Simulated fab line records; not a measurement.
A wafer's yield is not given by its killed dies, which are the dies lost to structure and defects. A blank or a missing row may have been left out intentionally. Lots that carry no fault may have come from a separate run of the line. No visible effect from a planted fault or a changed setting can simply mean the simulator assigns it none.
fab line records	flow n5_finfet
[record] lots = 10	wafers = 26	last_day = 17
route steps=1938 shown BEOL_M10@1473 PASSIVATION@1936
lots that met no fault: from a run of the same line without faults
start_h: hours from the record's opening day to when the first of the lot's shown wafers began	wait_h: time in hours since the lot's previous step	" as in the row above	L1.1+2: a single row standing in for several wafers	- no value, or no start was given	* or withheld: withheld	< > ~ a bound
route shown NAME@n: NAME is a module with steps in the file, n the number in the route of the first one	usual: average and standard deviation across the fault-free wafers	same: alike in all rows	chamber/n: place in a boat	sites: per-site readings	_std_site: their standard deviation	_edge_site: mean of outer sites minus mean of inner sites	radius_mm: for every site, how far away it sits from the centre of the wafer	mask NAME#n: copy n	behind: the last tool/chamber to shape the wafer	hold: why the lot was held/for how many hours/how that ended	device: the n, p or np transistor that did not switch	end of line: the route-end tests of the same wafers	a step without rows: its recipe alone	killed: at the first sort, the dies lost to defects and structure; wafer yield is something else	map: dies across one wafer; x = killed, . = not, _ = none there
set.NAME: setting as actually run; set.NAME@STEP: the setting as run at that earlier step	model.NAME: the simulator's own value behind a step, which no gauge read
the route's steps for a sample of lots (tables are steps, rows are wafers)
services: from which hour (start_h, from the record's first day; less than 0 if before it) a tool's chamber was out of use, for how many hours, and why
[[steps]]
[step N5_BEOL_M10_PECVD_70]
[recipe] material = SiO2	target_thk_a = 200	temp_c = 400	precursor = TEOS/O2	pressure_torr = 5.5	rf_w = 450	teos_flow_sccm = 53.8	gas = O2	flow_sccm = 3000	time_s = 22.7
[usual] heater_power_w = 657/70	showerhead_plenum_p_Torr = 8.78/0.054	showerhead_vpp_V = 1305/71	throttle_valve_pct = 22.7/1.3
lot.wafer	tool	chamber	start_h	wait_h	heater_power_w	showerhead_plenum_p_Torr	showerhead_vpp_V	throttle_valve_pct
L606.1	pecvd-03	2	252.92	0.0	630	8.77	1280	20.8
L606.2	"	0	"	"	767	8.85	1413	22.4
L606.3	"	1	"	"	548	8.78	1278	23.9
L604.1	pecvd-04	0	255.03	0.0	585	8.75	1256	22.9
L604.4	"	1	"	"	686	8.87	1403	25.1
L605.1	pecvd-03	1	257.94	0.0	584	8.75	1253	24.0
L605.2	"	2	"	"	585	8.74	1274	20.6
L605.4	"	0	"	"	768	8.83	1390	22.3
L609.3	pecvd-03	2	284.83	0.0	631	8.80	1269	20.7
L609.5	"	2	"	"	654	8.74	1291	20.9
L610.5	pecvd-03	0	289.12	0.1	709	8.87	1407	22.7
L610.6	"	2	"	"	684	8.77	1302	20.8
L613.3	pecvd-03	1	302.42	0.0	621	8.76	1287	23.6
L613.6	"	0	"	"	802	8.83	1411	22.6
L618.1	pecvd-01	0	333.66	0.0	654	8.69	1445	21.2
L618.2	"	1	"	"	772	8.76	1276	22.5
L618.3	"	2	"	"	558	8.80	1273	23.8
L617.1	pecvd-01	2	334.14	0.0	611	8.80	1294	24.1
L617.2	"	1	"	"	773	8.75	1269	22.7
L617.3	"	0	"	"	694	8.69	1433	21.7
L620.1	pecvd-04	2	341.37	0.1	648	8.80	1197	22.6
L620.2	"	1	"	"	672	8.87	1379	25.2
L620.3	"	0	"	"	624	8.74	1234	22.9
L619.2	pecvd-01	0	346.38	0.0	677	8.69	1432	21.6
L619.4	"	2	"	"	562	8.80	1299	23.9
L619.5	"	1	"	"	683	8.77	1264	22.5
[step N5_BEOL_M10_TRENCH_ETCH_37]
[recipe] chemistry = C4F6/O2	target_depth_a = 1488.3	target = SiCOH_lowk	time_s = 48	ion_energy_ev = 250	pressure_mtorr = 30	source_w = 345	bias_w = 185	Ar_flow_sccm = 300	C4F6_flow_sccm = 10	O2_flow_sccm = 10
[usual] drypump_motor_current_A = 5.8/0.54	oes_product_au = 0.79/0.048	rf_vpp_V = 669/12	showerhead_plenum_p_Torr = 2.87/0.094	throttle_valve_pct = 21.06/0.23
lot.wafer	tool	chamber	start_h	wait_h	drypump_motor_current_A	oes_product_au	rf_hours_counter_h	rf_vpp_V	showerhead_plenum_p_Torr	throttle_valve_pct
L606.1	rie_diel-06	3	-	-	6.7	0.85	70	672	2.99	20.88
L606.2	"	2	"	"	5.1	0.71	191	655	2.70	21.03
L606.3	"	0	"	"	6.4	0.81	76	663	3.01	20.58
L604.1	rie_diel-03	1	-	-	6.5	0.76	142	653	2.84	21.35
L604.4	"	0	"	"	5.5	0.85	40	674	2.90	20.90
L605.1	rie_diel-01	3	-	-	5.5	0.77	124	673	2.86	21.24
L605.2	"	1	"	"	6.0	0.82	102	652	2.77	21.46
L605.4	"	0	"	"	5.2	0.80	112	673	2.88	20.78
L609.3	rie_diel-03	3	-	-	5.2	0.81	102	682	3.01	21.20
L609.5	"	0	"	"	5.5	0.86	-	673	2.90	20.94
L610.5	rie_diel-06	1	-	-	5.7	0.83	-	661	2.88	21.01
L610.6	"	0	"	"	6.4	0.80	-	662	3.00	20.60
L613.3	rie_diel-03	1	-	-	6.6	0.75	154	651	2.84	21.39
L613.6	"	2	"	"	5.7	0.74	-	682	2.74	21.14
L618.1	rie_diel-01	2	-	-	6.3	0.79	93	689	2.87	21.16
L618.2	"	3	"	"	5.5	0.76	152	672	2.84	21.28
L618.3	"	1	"	"	6.0	0.80	130	650	2.76	21.49
L617.1	rie_diel-06	3	-	-	6.8	0.81	98	671	2.97	20.94
L617.2	"	0	"	"	6.4	0.79	103	663	2.99	20.61
L617.3	"	1	"	"	5.7	0.81	110	659	2.88	21.02
L620.1	rie_diel-06	2	-	-	5.1	0.68	224	654	2.69	21.10
L620.2	"	3	"	"	6.8	0.81	101	673	2.97	20.94
L620.3	"	0	"	"	6.4	0.79	105	662	2.99	20.61
L619.2	rie_diel-01	3	-	-	5.5	0.74	156	672	2.84	21.30
L619.4	"	2	"	"	6.3	0.79	97	688	2.87	21.14
L619.5	"	2	"	"	6.3	0.79	-	689	2.87	21.17
[step N5_BEOL_M10_STRIP_77]
[recipe] chemistry = N2/H2	time_s = 10	power_w = 450	temp_c = 40	pressure_mtorr = 20	rf_frequency_hz = 6e+07	bias_power_w = 7	n2_flow_sccm = 200	h2_flow_sccm = 200
[usual] bias_power_w = 6.999/0.021	drypump_motor_current_A = 5.8/0.54	h2_flow_sccm = 200.0/0.61	oes_product_au = 0.79/0.049	rf_vpp_V = 59.3/0.88	showerhead_plenum_p_Torr = 2.55/0.089	throttle_valve_pct = 23.8/0.39
lot.wafer	tool	chamber	start_h	wait_h	bias_power_w	drypump_motor_current_A	h2_flow_sccm	oes_product_au	rf_hours_counter_h	rf_vpp_V	showerhead_plenum_p_Torr	throttle_valve_pct
L606.1	rie_diel-06	3	-	-	7.042	6.8	199.7	0.85	70	59.4	2.68	23.7
L606.2	"	2	"	"	6.991	5.1	199.5	0.70	191	58.2	2.42	23.7
L606.3	"	0	"	"	6.970	6.4	200.7	0.82	76	58.6	2.67	23.1
L604.1	rie_diel-03	1	-	-	6.977	6.6	200.2	0.75	142	59.6	2.55	24.5
L604.4	"	0	"	"	7.015	5.5	200.0	0.86	40	57.7	2.58	23.7
L605.1	rie_diel-01	3	-	-	7.016	5.6	199.4	0.77	125	58.6	2.54	24.3
L605.2	"	1	"	"	6.995	6.0	200.9	0.82	102	58.1	2.44	24.0
L605.4	"	0	"	"	7.008	5.3	199.9	0.80	112	59.5	2.54	23.2
L609.3	rie_diel-03	3	-	-	7.022	5.3	201.3	0.82	102	59.4	2.68	24.3
L609.5	"	0	"	"	6.990	5.5	199.3	0.85	-	59.3	2.58	23.7
L610.5	rie_diel-06	1	-	-	7.039	5.7	200.5	0.82	-	60.6	2.56	23.7
L610.6	"	0	"	"	6.944	6.4	200.4	0.80	-	59.5	2.67	23.2
L613.3	rie_diel-03	1	-	-	7.037	6.5	199.6	0.75	155	59.0	2.54	24.5
L613.6	"	2	"	"	6.966	5.8	200.2	0.74	-	59.7	2.42	23.6
L618.1	rie_diel-01	2	-	-	7.025	6.3	199.0	0.80	93	58.3	2.57	24.0
L618.2	"	3	"	"	6.992	5.5	199.1	0.76	152	59.7	2.53	24.4
L618.3	"	1	"	"	7.002	6.0	200.0	0.80	130	60.5	2.43	24.0
L617.1	rie_diel-06	3	-	-	7.004	6.7	199.6	0.81	98	60.2	2.67	23.8
L617.2	"	0	"	"	6.988	6.4	199.7	0.80	103	61.6	2.66	23.2
L617.3	"	1	"	"	7.004	5.7	200.3	0.80	110	59.3	2.55	23.7
L620.1	rie_diel-06	2	-	-	6.995	5.1	198.8	0.68	224	58.4	2.41	23.7
L620.2	"	3	"	"	6.993	6.8	199.7	0.81	101	60.1	2.67	23.8
L620.3	"	0	"	"	6.970	6.4	199.2	0.79	105	58.9	2.66	23.2
L619.2	rie_diel-01	3	-	-	7.000	5.6	199.8	0.75	156	58.7	2.53	24.4
L619.4	"	2	"	"	7.032	6.3	199.7	0.80	97	58.9	2.57	24.0
L619.5	"	2	"	"	6.988	6.3	200.5	0.79	-	58.2	2.57	24.0
[step N5_BEOL_M10_CMP_52]
[recipe] stop_on = SiCOH_lowk	t_overpolish_s = 7	down_force_psi = 1	platen_rpm = 50	clearing_platen_down_force_psi = 1.5	clearing_platen_rpm = 50	post_cmp_clean = cu_alkaline	target_thk_nm = 140	clearing_platen_pad_velocity_m_s = 0.99484	pad_velocity_m_s = 0.99484
[usual] barrier_field_endpoint_s = 29.1/0.81	head_pressure_psi = 1.0002/0.0023	motor_current_A = 5.9/0.53	slurry_flow_ml_min = 150.0/0.47
lot.wafer	tool	chamber	start_h	wait_h	barrier_field_endpoint_s	head_pressure_psi	motor_current_A	slurry_flow_ml_min
L606.3	cmp-04	3	259.83	0.2	28.9	0.9991	5.5	150.6
L606.1	"	0	"	"	29.3	1.0061	6.0	150.3
L606.2	"	1	"	"	28.7	1.0000	6.0	149.9
L604.4	cmp-04	3	263.24	0.1	29.0	0.9993	5.5	151.1
L604.1	"	0	"	"	29.6	1.0002	6.4	150.3
L605.4	cmp-02	2	263.53	0.1	28.0	0.9964	6.6	149.3
L605.1	"	0	"	"	27.8	0.9980	6.2	149.3
L605.2	"	1	"	"	26.5	0.9959	7.0	150.4
L609.3	cmp-04	2	292.29	0.3	39.2	0.9991	4.7	149.8
L609.5	"	0	"	"	40.8	0.9966	6.3	150.4
L610.6	cmp-03	1	295.10	0.2	28.4	1.0007	5.5	149.2
L610.5	"	2	"	"	40.6	0.9985	6.4	150.2
L613.3	cmp-03	3	308.22	0.3	42.0	0.9958	6.0	150.1
L613.6	"	1	"	"	28.8	1.0017	5.5	150.2
L618.3	cmp-03	0	341.11	0.2	28.4	1.0004	5.5	149.9
L618.1	"	1	"	"	28.9	1.0004	5.8	149.5
L618.2	"	2	"	"	28.8	0.9996	6.0	150.1
L617.1	cmp-04	2	341.62	0.3	28.7	1.0004	5.3	150.3
L617.2	"	3	"	"	28.3	1.0021	5.3	149.3
L617.3	"	0	"	"	29.3	0.9993	6.3	150.3
L620.1	cmp-03	3	348.56	0.3	29.2	0.9994	5.9	149.5
L620.2	"	1	"	"	28.7	1.0000	5.6	150.3
L620.3	"	2	"	"	28.4	0.9998	6.1	149.5
L619.4	cmp-03	1	351.66	0.2	28.5	1.0013	5.2	150.1
L619.2	"	2	"	"	28.2	0.9963	6.2	150.5
L619.5	"	0	"	"	29.5	1.0027	5.4	150.5
[step N5_BEOL_M10_RS_MEAS_57]
[recipe] thk_meas_gauge = four-point-probe	reads = Cu_of_BEOL_M10_ECD_50+Co_of_BEOL_M10_CVD_75+TaN_of_BEOL_M10_ALD_74
[usual] M10_RS = 0.1517/0.003
lot.wafer	tool	chamber	start_h	wait_h	M10_RS[ohm/sq]
L606.1	film_metro-01	-	260.23	0.1	0.1483
L606.2	"	-	"	"	0.1541
L606.3	"	-	"	"	0.1521
L604.1	film_metro-01	-	263.67	0.1	0.1491
L604.4	"	-	"	"	0.1569
L605.1	film_metro-01	-	263.96	0.1	0.1514
L605.2	"	-	"	"	0.1512
L605.4	"	-	"	"	0.1524
L609.3	film_metro-02	-	292.65	0.1	0.1465
L609.5	"	-	"	"	0.1532
L610.5	film_metro-02	-	295.38	0.0	0.1488
L610.6	"	-	"	"	0.1516
L613.3	film_metro-02	-	308.53	0.1	0.1515
L613.6	"	-	"	"	0.1522
L618.1	film_metro-02	-	341.54	0.1	0.1533
L618.2	"	-	"	"	0.1500
L618.3	"	-	"	"	0.1501
L617.1	film_metro-01	-	342.01	0.1	0.1467
L617.2	"	-	"	"	0.1478
L617.3	"	-	"	"	0.1472
L620.1	film_metro-01	-	348.99	0.1	0.1532
L620.2	"	-	"	"	0.1492
L620.3	"	-	"	"	0.1505
L619.2	film_metro-01	-	352.02	0.1	0.1556
L619.4	"	-	"	"	0.1548
L619.5	"	-	"	"	0.1530
[step N5_PASSIVATION_PROBE_49]
[usual] defect_limited_yield = 91.2/1.4	killed_at_M0_to_M3 = 32/10	killed_at_M4_up = 14/6.2	killed_at_contacts = 12/6.3	killed_at_front_end = 42/13	killed_at_other = 4/3.4	killed_dies = 104/17	killed_open = 67/12	killed_short = 34/8.1	sort_bin_4_leakage = 0.02/0.13	sort_bin_5_function = 5.2/0.93	sort_bin_6_memory = 3.2/0.65	sort_n_pass = 1075/16	sort_yield_pct = 91.1/1.4
[same] gross_dies = 1180	killed_at_back_side = 0	sort_bin_8_speed[%] = 0
lot.wafer	tool	chamber	start_h	wait_h	defect_limited_yield[%]	killed_at_M0_to_M3	killed_at_M4_up	killed_at_contacts	killed_at_front_end	killed_at_other	killed_dies	killed_open	killed_short	sort_bin_4_leakage[%]	sort_bin_5_function[%]	sort_bin_6_memory[%]	sort_n_pass	sort_yield_pct[%]
L606.1	prober-01	-	305.93	0.0	92.0	30	12	15	35	2	94	68	23	0	4.5	3.2	1086	92.0
L606.2	prober-01	-	305.98	0.1	93.2	28	9	6	35	2	80	45	34	0	3.6	2.5	1100	93.2
L606.3	prober-01	-	306.03	0.1	91.9	31	8	4	48	5	96	54	39	0	5.1	2.6	1084	91.9
L604.1	prober-01	-	309.16	0.0	91.4	29	11	8	51	2	101	65	34	0.08	4.9	3.4	1078	91.4
L604.4	prober-01	-	309.31	0.2	89.7	48	6	15	50	2	121	68	52	0	5.3	4.4	1059	89.7
L605.1	prober-02	-	313.08	0.0	91.4	29	11	13	47	1	101	69	27	0	4.8	3.1	1079	91.4
L605.2	prober-02	-	313.13	0.1	91.1	30	7	4	61	3	105	71	29	0	5.6	2.8	1075	91.1
L605.4	prober-02	-	313.23	0.2	89.4	44	12	9	57	3	125	82	35	0	5.8	3.8	1055	89.4
L609.3	prober-01	-	337.82	0.1	91.1	29	22	25	25	4	105	80	21	0	5.9	2.9	1075	91.1
L609.5	prober-01	-	337.92	0.2	91.4	27	23	14	33	5	102	71	28	0	4.9	3.5	1078	91.4
L610.5	prober-02	-	345.93	0.2	93.1	27	15	11	26	2	81	56	24	0	4.1	2.5	1099	93.1
L610.6	prober-02	-	345.98	0.3	91.4	34	11	22	31	4	102	60	42	0	4.8	3.3	1078	91.4
L613.6	prober-01	-	350.59	0.3	90.8	44	19	8	37	1	109	71	37	0	5.4	3.2	1071	90.8
L617.1	prober-01	-	393.68	0.0	90.2	32	14	16	53	1	116	72	39	0	5.2	3.9	1064	90.2
L617.2	prober-01	-	393.73	0.1	90.7	41	7	9	50	3	110	73	36	0	4.8	4.3	1070	90.7
L617.3	prober-01	-	393.78	0.1	91.1	40	11	10	39	5	105	74	28	0	6.1	2.4	1075	91.1
L619.2	prober-01	-	400.40	0.1	92.4	26	8	12	38	6	90	55	32	0	4.0	3.4	1090	92.4
L619.4	prober-01	-	400.50	0.2	92.2	21	9	8	53	1	92	44	36	0	4.2	2.9	1088	92.2
L619.5	prober-01	-	400.55	0.2	92.6	20	8	6	52	1	87	45	37	0	4.6	1.8	1093	92.6
L620.1	prober-02	-	400.41	0.0	88.8	51	14	1	56	10	132	92	38	0	6.5	4.1	1048	88.8
L620.2	prober-02	-	400.46	0.1	92.2	33	26	11	21	1	92	67	24	0	5.3	2.1	1088	92.2
L620.3	prober-02	-	400.51	0.1	91.3	36	25	8	34	0	103	78	25	0	5.0	3.6	1077	91.3
// killed by level:class
L606.1 FIN_SAQP:geometric_particle:open=16 MOL_CONTACT_COAG:geometric_particle:open=14 BEOL_M2:geometric_particle:open=11 FIN_SAQP:geometric_particle:short=8 BEOL_M3:geometric_particle:open=7 BEOL_M7:geometric_particle:open=4 GATE_CUT:geometric_particle:open=3 BEOL_M0_SAQP:geometric_particle:short=3
L606.2 BEOL_M0_SAQP:geometric_particle:short=10 GATE_CUT:geometric_particle:open=7 FIN_SAQP:geometric_particle:short=6 STI_FIN_REVEAL:geometric_particle:open=6 BEOL_M2:geometric_particle:open=6 GATE_CUT:geometric_particle:short=4 BEOL_M0_SAQP:geometric_particle:open=4 FIN_SAQP:geometric_particle:open=3
L606.3 FIN_SAQP:geometric_particle:open=15 FIN_SAQP:geometric_particle:short=9 GATE_CUT:geometric_particle:short=6 BEOL_M0_SAQP:geometric_particle:short=6 BEOL_M2:geometric_particle:open=6 STI_FIN_REVEAL:geometric_particle:open=5 BEOL_M0_SAQP:geometric_particle:open=5 BEOL_M1:geometric_particle:open=4
L604.1 FIN_SAQP:geometric_particle:open=17 BEOL_M0_SAQP:geometric_particle:short=9 FIN_SAQP:geometric_particle:short=6 DUMMY_GATE:geometric_particle:open=5 ILD0:geometric_particle:open=5 MOL_CONTACT_COAG:geometric_particle:open=5 BEOL_M0_SAQP:geometric_particle:open=5 BEOL_M1:geometric_particle:open=5
L604.4 BEOL_M0_SAQP:geometric_particle:short=17 MOL_CONTACT_COAG:geometric_particle:open=12 BEOL_M0_SAQP:geometric_particle:open=12 BEOL_M1:geometric_particle:open=11 FIN_SAQP:geometric_particle:open=9 FIN_SAQP:geometric_particle:short=8 GATE_CUT:geometric_particle:short=8 STI_FIN_REVEAL:geometric_particle:open=4
L605.1 FIN_SAQP:geometric_particle:open=13 BEOL_M2:geometric_particle:open=10 BEOL_M1:geometric_particle:open=9 MOL_CONTACT_COAG:geometric_particle:open=9 FIN_SAQP:geometric_particle:short=6 GATE_CUT:geometric_particle:short=6 STARTING-WAFER:geometric_particle:open=5 HKMG_FIN:area_etch=5
L605.2 STI_FIN_REVEAL:geometric_particle:open=12 FIN_SAQP:geometric_particle:open=11 GATE_CUT:geometric_particle:short=9 BEOL_M1:geometric_particle:open=6 STARTING-WAFER:geometric_particle:open=6 BEOL_M3:geometric_particle:open=5 BEOL_M0_SAQP:geometric_particle:open=5 BEOL_M0_SAQP:geometric_particle:short=5
L605.4 BEOL_M3:geometric_particle:open=16 FIN_SAQP:geometric_particle:open=11 STI_FIN_REVEAL:geometric_particle:open=10 BEOL_M0_SAQP:geometric_particle:open=7 HKMG_FIN:area_etch=7 DUMMY_GATE:geometric_particle:open=6 GATE_CUT:geometric_particle:short=6 MOL_CONTACT_COAG:geometric_particle:open=6
L609.3 MOL_CONTACT_COAG:geometric_particle:open=23 BEOL_M4:geometric_particle:open=9 DUMMY_GATE:geometric_particle:open=7 BEOL_M1:geometric_particle:open=7 BEOL_M0_SAQP:geometric_particle:short=5 BEOL_M3:geometric_particle:open=5 SDB:geometric_particle:open=4 BEOL_M0_SAQP:geometric_particle:open=4
L609.5 MOL_CONTACT_COAG:geometric_particle:open=10 BEOL_M4:geometric_particle:open=9 GATE_CUT:geometric_particle:short=7 BEOL_M3:geometric_particle:open=7 DUMMY_GATE:geometric_particle:open=6 STI_FIN_REVEAL:geometric_particle:open=5 BEOL_M0_SAQP:geometric_particle:open=5 BEOL_M0_SAQP:geometric_particle:short=5
L610.5 MOL_CONTACT_COAG:geometric_particle:open=9 BEOL_M4:geometric_particle:open=9 FIN_SAQP:geometric_particle:open=8 BEOL_M0_SAQP:geometric_particle:short=6 FIN_SAQP:geometric_particle:short=4 GATE_CUT:geometric_particle:short=4 BEOL_M0_SAQP:geometric_particle:open=4 BEOL_M0:geometric_particle:open=4
L610.6 BEOL_M3:geometric_particle:open=15 MOL_CONTACT_COAG:geometric_particle:open=14 BEOL_M0_SAQP:geometric_particle:short=9 STI_FIN_REVEAL:geometric_particle:open=8 MOL_CONTACT_COAG:geometric_particle:short=8 FIN_SAQP:geometric_particle:short=6 FIN_SAQP:geometric_particle:open=4 BEOL_M0_SAQP:geometric_particle:open=4
L613.6 BEOL_M1:geometric_particle:open=17 FIN_SAQP:geometric_particle:short=13 FIN_SAQP:geometric_particle:open=10 BEOL_M3:geometric_particle:open=8 BEOL_M4:geometric_particle:open=7 GATE_CUT:geometric_particle:short=6 MOL_CONTACT_COAG:geometric_particle:open=6 BEOL_M5:geometric_particle:open=5
L617.1 MOL_CONTACT_COAG:geometric_particle:open=14 FIN_SAQP:geometric_particle:open=13 FIN_SAQP:geometric_particle:short=11 BEOL_M1:geometric_particle:open=10 BEOL_M0_SAQP:geometric_particle:open=8 BEOL_M0_SAQP:geometric_particle:short=6 BEOL_M4:geometric_particle:open=5 DUMMY_GATE:geometric_particle:open=4
L617.2 FIN_SAQP:geometric_particle:open=17 FIN_SAQP:geometric_particle:short=12 BEOL_M1:geometric_particle:open=9 MOL_CONTACT_COAG:geometric_particle:open=8 BEOL_M3:geometric_particle:open=7 BEOL_M0_SAQP:geometric_particle:short=7 BEOL_M0_SAQP:geometric_particle:open=6 STI_FIN_REVEAL:geometric_particle:open=5
L617.3 BEOL_M1:geometric_particle:open=17 FIN_SAQP:geometric_particle:short=12 MOL_CONTACT_COAG:geometric_particle:open=8 BEOL_M0_SAQP:geometric_particle:open=7 BEOL_M2:geometric_particle:open=6 BEOL_M4:geometric_particle:open=6 FIN_SAQP:geometric_particle:open=5 DUMMY_GATE:geometric_particle:open=5
L619.2 BEOL_M3:geometric_particle:open=11 FIN_SAQP:geometric_particle:short=9 FIN_SAQP:geometric_particle:open=8 MOL_CONTACT_COAG:geometric_particle:open=7 DUMMY_GATE:geometric_particle:open=5 BEOL_M1:geometric_particle:open=5 BEOL_M4:geometric_particle:open=5 GATE_CUT:geometric_particle:short=4
L620.1 STI_FIN_REVEAL:geometric_particle:open=22 BEOL_M0_SAQP:geometric_particle:open=15 BEOL_M0_SAQP:geometric_particle:short=14 FIN_SAQP:geometric_particle:open=10 BEOL_M4:geometric_particle:open=10 STI_FIN_REVEAL:geometric_particle:short=7 BEOL_M3:geometric_particle:open=7 FIN_SAQP:geometric_particle:short=4
L620.2 BEOL_M4:geometric_particle:open=13 MOL_CONTACT_COAG:geometric_particle:open=9 BEOL_M0_SAQP:geometric_particle:short=6 BEOL_M1:geometric_particle:open=6 BEOL_M2:geometric_particle:open=6 FIN_SAQP:geometric_particle:open=5 BEOL_M0_SAQP:geometric_particle:open=5 BEOL_M5:geometric_particle:open=4
L619.4 FIN_SAQP:geometric_particle:open=10 FIN_SAQP:geometric_particle:short=8 GATE_CUT:geometric_particle:short=7 ILD0:geometric_particle:short=6 BEOL_M3:geometric_particle:open=6 HKMG_FIN:area_etch=6 STI_FIN_REVEAL:geometric_particle:open=5 MOL_CONTACT_COAG:geometric_particle:open=5
L620.3 BEOL_M4:geometric_particle:open=16 STI_FIN_REVEAL:geometric_particle:open=11 FIN_SAQP:geometric_particle:open=8 MOL_CONTACT_COAG:geometric_particle:open=8 FIN_SAQP:geometric_particle:short=7 BEOL_M2:geometric_particle:open=6 BEOL_M0_SAQP:geometric_particle:open=6 BEOL_M3:geometric_particle:open=6
L619.5 FIN_SAQP:geometric_particle:short=13 FIN_SAQP:geometric_particle:open=10 DUMMY_GATE:geometric_particle:open=7 MOL_CONTACT_COAG:geometric_particle:open=5 FIN_CUT:geometric_particle:short=4 BEOL_M3:geometric_particle:open=4 BEOL_M0_SAQP:geometric_particle:short=4 BEOL_M2:geometric_particle:open=4
[[services]]
tool	chamber	start_h	hours	kind
pecvd-04	1	237.00	5.5	scheduled_down
cmp-04	-	246.18	0.4	repair
rie_diel-03	1	275.76	6.8	repair
cmp-03	-	277.42	1.1	repair
cmp-02	-	289.75	4.0	repair
cmp-04	-	295.26	0.6	repair
cmp-04	-	303.85	2.2	repair
pecvd-03	-	304.90	6.0	pm
pecvd-03	2	311.78	4.6	repair
rie_diel-06	-	314.19	0.5	repair
cmp-04	-	316.98	1.5	repair
rie_diel-03	3	322.30	12.5	repair
cmp-03	-	328.99	4.0	pm
rie_diel-03	-	329.47	4.0	pm
cmp-03	-	332.99	-	consumable_replace:conditioner
cmp-03	-	332.99	-	consumable_replace:pad
pecvd-01	-	340.44	3.9	repair
pecvd-04	0	345.28	2.1	scheduled_down
[[key]]
[first_sign] step = N5_BEOL_M10_CMP_52	reading = barrier_field_endpoint_s	direction = up	sigmas = 14	usual = 29.1	struck = 40.6
effect none on later readings
met_at N5_BEOL_M10_PECVD_70
struck_lots L609,L610,L613
struck_wafers L609.3,L609.5,L610.5,L613.3
not_acting_at N5_BEOL_M10_TRENCH_ETCH_37,N5_BEOL_M10_STRIP_77,N5_BEOL_M10_RS_MEAS_57
onset_between 257.94 284.83
[fault] kind = process_parameter_drift	tool = pecvd-03	chamber = -	onset_h = 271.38	steps = N5_BEOL_M10_PECVD_70	channel = time_s	offset = *	shape = step	end_h = 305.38	scope = struck_wafers_only	acts_in = *	stated = *
